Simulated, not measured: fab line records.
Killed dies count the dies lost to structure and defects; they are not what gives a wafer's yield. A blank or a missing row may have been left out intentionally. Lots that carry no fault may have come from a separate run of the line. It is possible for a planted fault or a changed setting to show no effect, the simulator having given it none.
fab line records	flow n5Finfet
record: lots: 8	wafers: 23	lastDay: 18
route steps=1938 shown SDB@365 DUMMY_REMOVAL@377 HKMG_FIN@387 BEOL_M4@1111
lots that met no fault: taken from a fault-free run of the same line
startH: start of the lot's first displayed wafer, in hours after the record's first day	waitH: hours since the lot's step before	" as in the row above	L1.1+2: a row that stands for several wafers	- no value, or no start was given	* or withheld: withheld	< > ~ a bound
route shown NAME@n: names a module that has steps shown in the file, with the first one's number in the route	usual: mean/standard deviation taken from wafers without a fault	same: alike in all rows	chamber/n: place in a boat	sites: each site's reading	_std_site: how widely they spread, as a standard deviation	_edge_site: mean of outer sites minus mean of inner sites	radiusMm: for every site, how far away it sits from the centre of the wafer	mask NAME#n: copy n	behind: the tool/chamber that last shaped the wafer	hold: reason for holding the lot/hours on hold/outcome of the hold	device: names the non-switching transistor (n, p or np)	end of line: the tests these same wafers got at the end of their route	step lacking rows: just its recipe	killed: not the wafer's yield, but the dies lost to structure and defects at the first sort	map: dies across one wafer; x = killed, . = not, _ = none there
set.NAME: the run value of the setting; set.NAME@STEP: its run value at that earlier step	model.NAME: the simulator's own value behind a step, which no gauge read
a sample of lots followed through the steps of the route, with each step as a table and each wafer as a row
services: a tool's chamber out of use, with start hour (startH, from the record's first day; less than 0 if before it), hours out, and reason
== steps ==
step: N5_SDB_STRIP_22
recipe: chemistry: N2/H2	powerW: 1000	tempC: 250	h2Frac: 0.65	overashFraction: 0.3	pressureMtorr: withheld	n2FlowSccm: 1750	h2FlowSccm: 3250
usual: drypumpMotorCurrentA: 5.89/0.14	heaterPowerW: 347/54	oesProductAu: 0.715/0.0049	stripTimeToEndpointS: 96.4/0.38	tempC: 250.00/0.19
lot.wafer	tool	chamber	startH	waitH	drypumpMotorCurrentA	heaterPowerW	oesProductAu	rfHoursCounterH	stripTimeToEndpointS	tempC
L226.4	plasmaAsher-02	1	65.92	0.1	5.95	394	0.709	-	96.1	250.24
L226.5	"	0	"	"	5.71	314	0.722	-	96.1	250.00
L226.6	"	1	"	"	5.97	402	0.714	-	96.2	250.19
L227.3	plasmaAsher-01	0	72.25	0.1	6.04	408	0.712	-	96.1	249.95
L227.4	"	1	"	"	5.94	280	0.721	-	96.2	249.70
L227.5	"	0	"	"	6.02	393	0.708	-	96.1	249.96
L228.2	plasmaAsher-01	1	79.12	0.1	5.93	280	0.714	37	96.7	249.71
L228.3	"	1	"	"	5.95	283	0.721	-	96.2	249.91
L228.4	"	0	"	"	6.02	405	0.711	-	96.3	250.04
L236.3	plasmaAsher-02	1	126.17	0.1	5.95	400	0.721	-	97.0	250.43
L236.4	"	0	"	"	5.67	300	0.701	-	96.3	249.88
L236.6	"	1	"	"	5.97	391	0.709	-	97.2	250.52
L237.1	plasmaAsher-01	0	132.53	0.1	6.01	402	0.712	47	96.1	250.03
L237.5	"	0	"	"	6.03	411	0.713	-	96.4	249.98
L238.1	plasmaAsher-01	1	140.08	0.1	5.96	279	0.721	49	96.5	249.76
L238.2	"	0	"	"	6.00	410	0.715	49	96.1	250.26
L238.6	"	0	"	"	6.00	398	0.715	-	96.6	250.20
L248.1	plasmaAsher-02	0	197.18	0.1	5.62	315	0.721	111	97.3	249.91
L248.2	"	1	"	"	5.95	397	0.710	111	97.2	250.08
L248.4	"	0	"	"	5.62	314	0.701	-	96.3	250.06
L249.3	plasmaAsher-01	0	206.94	0.1	5.97	398	0.708	-	96.0	249.95
L249.4	"	1	"	"	5.95	274	0.710	-	96.4	249.92
L249.6	"	0	"	"	5.98	407	0.721	-	96.5	249.84
step: N5_SDB_ALD_29
recipe: material: SiNx	targetThkA: 300	tempC: 400	aldPrecursorFamily: SiH2I2	aldCoReactant: N2/H2-plasma	pulseTimeS: 1	aldCycles: 600	purgeTimeS: 2	coReactantPurgeTimeS: 2	pressureTorr: 2
usual: chamberPressureTorr: 2.000/0.0039	heaterPowerW: 860/87	precursorPulseHeightRel: 0.997/0.022
same: purgeTimeS: 2
lot.wafer	tool	chamber	startH	waitH	chamberPressureTorr	heaterPowerW	precursorPulseHeightRel
L226.4	aldSin-03	2	66.40	0.0	2.001	1003	0.995
L226.5	"	3	67.75	1.4	2.004	875	1.012
L226.6	"	2	"	"	1.995	959	0.999
L227.3	aldSin-03	0	72.80	0.0	2.003	833	1.004
L227.4	"	2	"	"	1.990	982	0.970
L227.5	"	2	74.15	1.4	2.005	999	0.990
L228.2	aldSin-02	3	79.79	0.2	2.004	799	0.991
L228.3	"	2	"	"	2.003	828	0.999
L228.4	"	1	"	"	1.999	777	1.018
L236.3	aldSin-01	1	126.62	0.0	2.005	946	0.998
L236.4	"	2	"	"	2.000	680	0.970
L236.6	"	0	127.97	1.4	1.998	906	0.983
L237.1	aldSin-02	0	133.12	0.1	2.000	939	0.969
L237.5	"	2	134.47	1.5	1.995	806	1.028
L238.1	aldSin-01	1	140.60	0.1	2.008	920	1.038
L238.2	"	2	"	"	2.002	681	0.983
L238.6	"	2	141.96	1.4	1.997	697	1.026
L248.1	aldSin-02	1	199.61	2.0	2.000	745	1.011
L248.2	"	0	"	"	1.996	989	1.001
L248.4	"	3	"	"	2.002	838	1.016
L249.3	aldSin-03	1	207.47	0.1	2.004	891	1.045
L249.4	"	0	"	"	2.001	797	1.008
L249.6	"	2	208.82	1.5	2.000	1002	1.034
step: N5_DUMMY_REMOVAL_HM_STRIP_01
recipe: chemistry: CH3F/O2	material: SiNx	targetDepthA: 40	stopOn: poly-Si	timeS: 6.8	overEtchFrac: 0.3	ionEnergyEv: 60	powerW: 410	biasW: 29	Ar_flow_sccm: 150	CH3F_flow_sccm: 30	O2_flow_sccm: 20
usual: biasW: 28.99/0.088	drypumpMotorCurrentA: 5.8/0.54	oesProductAu: 0.62/0.061	rfVppV: 127.5/1.1	showerheadPlenumPTorr: 2.00/0.066	throttleValvePct: 16.24/0.21
same: timeS: 6.8
lot.wafer	tool	chamber	startH	waitH	biasW	drypumpMotorCurrentA	oesProductAu	rfHoursCounterH	rfVppV	showerheadPlenumPTorr	throttleValvePct
L226.4	rieDiel-02	2	69.61	0.0	28.96	6.3	0.62	149	126.2	1.93	16.32
L226.5	"	0	"	"	28.96	6.4	0.56	-	126.8	2.04	16.30
L226.6	"	3	"	"	29.08	6.5	0.61	-	129.0	2.01	16.36
L227.3	rieDiel-06	0	75.89	0.0	29.07	5.8	0.61	163	127.9	2.08	16.49
L227.4	"	3	"	"	28.97	5.2	0.61	-	126.1	1.90	16.15
L227.5	"	1	"	"	29.15	5.4	0.72	-	127.1	2.04	15.86
L228.2	rieDiel-04	1	82.87	0.0	28.95	6.2	0.61	166	127.7	2.08	16.04
L228.3	"	3	"	"	28.96	5.9	0.58	203	125.3	1.90	16.34
L228.4	"	0	"	"	29.22	5.3	0.63	121	127.4	2.09	16.33
L236.3	rieDiel-06	3	129.71	0.0	28.96	5.2	0.60	156	128.1	1.90	16.18
L236.4	"	2	"	"	29.04	6.2	0.74	18	126.2	1.97	16.40
L236.6	"	3	"	"	28.99	5.2	0.61	-	127.6	1.90	16.18
L237.1	rieDiel-06	0	136.49	0.2	28.98	5.9	0.59	181	129.3	2.07	16.54
L237.5	"	0	"	"	28.89	5.9	0.59	-	127.4	2.07	16.53
L238.1	rieDiel-02	2	143.92	0.0	29.09	6.3	0.60	174	126.3	1.92	16.38
L238.2	"	1	"	"	29.14	5.1	0.58	215	128.4	2.04	16.02
L238.6	"	1	"	"	29.09	5.1	0.57	-	127.7	2.04	16.00
L248.1	rieDiel-06	1	202.70	0.0	28.84	5.4	0.66	65	129.0	2.02	15.92
L248.2	"	3	"	"	29.01	5.2	0.59	176	126.3	1.89	16.23
L248.4	"	0	"	"	28.92	5.9	0.58	202	128.5	2.06	16.55
L249.3	rieDiel-04	1	210.56	0.0	28.89	6.2	0.58	206	126.9	2.07	16.11
L249.4	"	2	"	"	28.85	4.9	0.59	209	127.7	2.05	16.28
L249.6	"	1	"	"	29.00	6.3	0.58	-	127.6	2.07	16.10
step: N5_HKMG_FIN_HK_ANNEAL_02
recipe: tempC: 700	timeS: 30	ambient: N2	idleTempC: 600	rampUpCPerS: 150	rampDownCPerS: 60	coolToC: 600
usual: lampPowerPct: 8.80/0.049	lamp_zone_1_pct: 8.797/0.012	lamp_zone_2_pct: 8.798/0.012	lamp_zone_3_pct: 8.798/0.013	lamp_zone_4_pct: 8.794/0.012	lamp_zone_5_pct: 8.798/0.011	lamp_zone_6_pct: 8.725/0.011	lamp_zone_7_pct: 9.193/0.011	wafer_temp_C_max: 702.9/0.74
same: timeS: 30
lot.wafer	tool	chamber	startH	waitH	lampPowerPct	lamp_zone_1_pct	lamp_zone_2_pct	lamp_zone_3_pct	lamp_zone_4_pct	lamp_zone_5_pct	lamp_zone_6_pct	lamp_zone_7_pct	wafer_temp_C_max
L226.4	rtpAnneal-01	0	70.47	0.2	8.71	8.793	8.791	8.809	8.802	8.795	8.724	9.187	703.3
L226.5	"	0	"	"	8.80	8.797	8.791	8.803	8.811	8.809	8.733	9.187	702.6
L226.6	"	0	"	"	8.74	8.796	8.783	8.784	8.763	8.796	8.740	9.196	703.4
L227.3	rtpAnneal-02	0	76.70	0.2	8.89	8.803	8.803	8.783	8.775	8.807	8.722	9.190	704.6
L227.4	"	0	"	"	8.86	8.773	8.802	8.799	8.783	8.765	8.728	9.174	703.2
L227.5	"	0	"	"	8.78	8.792	8.798	8.810	8.808	8.775	8.713	9.200	702.3
L228.2	rtpAnneal-02	0	83.64	0.1	8.89	8.788	8.790	8.805	8.795	8.806	8.733	9.187	702.3
L228.3	"	0	"	"	8.74	8.793	8.770	8.822	8.801	8.816	8.737	9.183	702.0
L228.4	"	0	"	"	8.75	8.815	8.791	8.805	8.795	8.791	8.731	9.210	702.3
L236.3	rtpAnneal-02	0	130.51	0.2	9.60	9.691	9.692	9.666	9.676	9.674	9.585	10.122	702.9
L236.4	"	0	"	"	9.68	9.668	9.665	9.681	9.663	9.681	9.603	10.125	703.8
L236.6	"	0	"	"	9.70	9.639	9.687	9.668	9.661	9.685	9.612	10.096	703.3
L237.1	rtpAnneal-01	0	137.23	0.1	8.83	8.787	8.812	8.786	8.804	8.797	8.734	9.204	703.3
L237.5	"	0	"	"	8.85	8.810	8.792	8.807	8.782	8.783	8.714	9.191	702.2
L238.1	rtpAnneal-02	0	144.66	0.1	9.71	9.685	9.678	9.676	9.679	9.665	9.599	10.130	702.2
L238.2	"	0	"	"	9.70	9.673	9.649	9.686	9.659	9.663	9.584	10.081	703.6
L238.6	"	0	"	"	9.73	9.681	9.661	9.663	9.676	9.665	9.604	10.108	703.9
L248.1	rtpAnneal-01	0	203.44	0.1	8.74	8.777	8.797	8.796	8.781	8.793	8.738	9.187	702.0
L248.2	"	0	"	"	8.82	8.809	8.794	8.794	8.794	8.786	8.738	9.212	701.9
L248.4	"	0	"	"	8.81	8.781	8.796	8.801	8.786	8.792	8.716	9.184	704.2
L249.3	rtpAnneal-02	0	211.36	0.2	8.80	8.795	8.805	8.822	8.805	8.781	8.705	9.181	703.1
L249.4	"	0	"	"	8.76	8.800	8.798	8.807	8.808	8.783	8.726	9.185	702.4
L249.6	"	0	"	"	8.83	8.796	8.823	8.833	8.802	8.820	8.744	9.182	702.2
step: N5_BEOL_M4_RC_MEAS_101
usual: DIBL_N: 37.0/2.3	DIBL_P: 37.3/2.8	IOFF_N: 0.17/0.046	IOFF_P: 0.23/0.054	ION_N: 675/14	ION_P: 460/9.3	RS_SD_N: 28.5/0.4	SS_N: 71.7/0.73	SS_P: 73.6/0.95	VT_N: 249/3.9	VT_P: -250/3.9
lot.wafer	tool	chamber	startH	waitH	DIBL_N[mV/V]	DIBL_P[mV/V]	IOFF_N[nA/um]	IOFF_P[nA/um]	ION_N[uA/um]	ION_P[uA/um]	RS_SD_N[ohm/sq]	SS_N[mV/dec]	SS_P[mV/dec]	VT_N[mV]	VT_P[mV]
L226.4	prober-02	0	167.30	0.5	40.3	40.9	0.23	0.31	680	471	28.9	72.2	74.8	243	-246
L226.5	"	0	"	"	37.1	35.4	0.15	0.21	676	464	29.0	71.3	73.7	251	-251
L226.6	"	0	"	"	43.8	44.8	0.36	0.42	712	478	28.6	73.7	76.2	240	-243
L227.3	prober-02	0	170.31	0.3	37.4	37.6	0.19	0.22	677	457	28.3	72.1	73.7	250	-249
L227.4	"	0	"	"	36.8	37.4	0.17	0.22	667	453	28.9	71.1	75.0	249	-251
L227.5	"	0	"	"	39.6	40.9	0.25	0.29	688	457	28.6	72.2	76.1	245	-248
L228.2	prober-02	0	173.38	0.2	39.7	40.0	0.23	0.29	673	460	28.1	72.5	74.6	247	-249
L228.3	"	0	"	"	36.8	37.0	0.16	0.21	670	462	28.6	71.8	74.2	250	-252
L228.4	"	0	"	"	33.8	34.2	0.13	0.18	662	458	28.6	71.0	72.5	250	-252
L236.3	prober-01	0	225.68	0.3	35.5	33.4	0.15	0.20	682	476	29.6	71.5	73.0	249	-246
L236.4	"	0	"	"	34.8	32.5	0.12	0.19	655	457	30.2	71.6	72.2	255	-248
L236.6	"	0	"	"	35.2	34.4	0.13	0.21	670	468	29.4	71.9	72.4	252	-248
L237.1	prober-01	0	235.41	0.0	37.4	35.9	0.17	0.19	670	458	28.5	71.4	73.9	247	-251
L237.5	"	0	"	"	37.1	36.5	0.15	0.20	650	450	28.7	71.0	72.9	252	-251
L238.1	prober-02	0	248.20	0.0	32.8	33.0	0.11	0.19	656	462	29.7	70.2	72.1	255	-251
L238.2	"	0	"	"	40.2	42.2	0.27	0.36	702	480	29.6	71.6	75.0	238	-243
L238.6	"	0	"	"	38.2	38.7	0.20	0.28	679	467	30.3	72.0	73.3	246	-244
L249.3	prober-01	0	318.13	0.3	37.3	38.5	0.16	0.18	675	450	27.6	72.0	74.2	252	-257
L249.4	"	0	"	"	37.0	38.7	0.17	0.18	675	449	28.0	71.9	73.9	251	-256
L249.6	"	0	"	"	33.1	34.3	0.10	0.13	656	445	28.3	70.3	72.1	256	-258
L248.1	prober-02	0	319.71	0.0	37.7	38.9	0.19	0.28	670	460	28.2	72.9	73.9	249	-247
L248.2	"	0	"	"	40.0	40.9	0.24	0.30	696	474	28.6	73.1	74.6	244	-245
L248.4	"	0	"	"	35.8	37.0	0.15	0.23	677	471	28.2	71.6	73.2	250	-248
== services ==
tool	chamber	startH	hours	kind
aldSin-01	-	47.57	0.2	repair
rieDiel-02	-	56.31	0.1	repair
rieDiel-06	2	58.45	-	clean
rieDiel-06	2	58.45	-	consumableReplace:focusRing
rieDiel-06	2	58.45	18.1	scheduledDown
rieDiel-06	2	58.45	18.1	ventCycle
aldSin-02	-	62.60	2.8	pm
aldSin-02	-	85.25	14.0	pm
aldSin-02	0	85.25	14.0	ventCycle
aldSin-02	1	85.25	14.0	ventCycle
aldSin-02	2	85.25	14.0	ventCycle
aldSin-02	3	85.25	14.0	ventCycle
rtpAnneal-02	-	87.14	3.7	pm
aldSin-02	0	99.25	-	clean
rieDiel-04	2	105.53	3.5	repair
aldSin-03	2	128.68	2.9	repair
rieDiel-04	2	140.05	19.5	repair
aldSin-01	1	150.80	4.8	repair
aldSin-01	3	162.13	2.0	repair
aldSin-03	3	163.57	4.5	repair
aldSin-01	-	177.72	14.0	pm
rieDiel-04	3	180.80	1.6	repair
aldSin-01	-	193.89	14.6	pm
aldSin-03	3	210.80	-	calibration
== key ==
firstSign: step: N5_HKMG_FIN_HK_ANNEAL_02	reading: lamp_zone_5_pct	direction: up	sigmas: 81	usual: *	struck: *
effect: step: N5_HKMG_FIN_HK_ANNEAL_02	reading: lamp_zone_7_pct	direction: up	sigmas: 80	usual: *	struck: *
effect: step: N5_BEOL_M4_RC_MEAS_101	reading: RS_SD_N	direction: up	sigmas: 3.3	usual: 28.5	struck: 29.8
metAt N5_HKMG_FIN_HK_ANNEAL_02
struckLots L236,L238
notActingAt N5_SDB_STRIP_22,N5_SDB_ALD_29,N5_DUMMY_REMOVAL_HM_STRIP_01
onsetBetween 83.64 130.51
fault: kind: processParameterDrift	tool: rtpAnneal-02	chamber: -	onsetH: 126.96	steps: N5_HKMG_FIN_HK_ANNEAL_02	channel: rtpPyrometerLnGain	offset: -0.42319	shape: step	endH: 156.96
